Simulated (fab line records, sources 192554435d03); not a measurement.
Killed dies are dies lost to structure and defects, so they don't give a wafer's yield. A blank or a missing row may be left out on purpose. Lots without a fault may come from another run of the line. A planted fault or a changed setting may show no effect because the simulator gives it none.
Which tool did it? | flow n5_finfet | 9 lots, 27 wafers sampled, at 1 step of a route of 1938

WHAT THE GAUGES READ, wafer by wafer
N5_BEOL_M4_RC_MEAS_101.
lot  | measured     | on        | DIBL_N (mV/V)
L590 | day 8 00:55  | prober-02 | 36.3 35.1 32.8
L595 | day 9 22:17  | prober-01 | 36.5 34.2 35.0
L597 | day 9 23:51  | prober-02 | 37.8 35.3 35.8
L596 | day 10 03:46 | prober-01 | 35.3 37.6 39.0
L606 | day 12 00:15 | prober-02 | 38.2 38.3 37.3
L607 | day 12 17:16 | prober-02 | 38.6 39.9 38.5
L609 | day 13 02:10 | prober-02 | 35.9 32.9 33.8
L608 | day 13 05:34 | prober-02 | 38.0 34.9 34.1
L611 | day 13 18:21 | prober-02 | 36.0 35.7 35.6

WHICH TOOL RAN EACH LOT (tool, then ch and the chambers of the sampled wafers, then the start)
The record holds no process step before these readings.

THE ANSWER, worked out from the rows above alone
Rule: what is usual is taken from the lots themselves. Put in order of their means at a reading, lots are off if they are a third of the lots or fewer, leave a main group of 4 or more, and stand apart from it by a gap of 3 or more times the standard deviation of the main group's means; of several such gaps the widest counts. A main group whose means are all the same, to the digits that the tables above print for the reading, isn't used. A lot without any number at a reading at which 4 lots or more have one is off too. The other lots that the step has rows for count as sound.
No lot is off at any reading shown: from this, nothing can be told.

WHAT THE SIMULATOR HAD PUT IN
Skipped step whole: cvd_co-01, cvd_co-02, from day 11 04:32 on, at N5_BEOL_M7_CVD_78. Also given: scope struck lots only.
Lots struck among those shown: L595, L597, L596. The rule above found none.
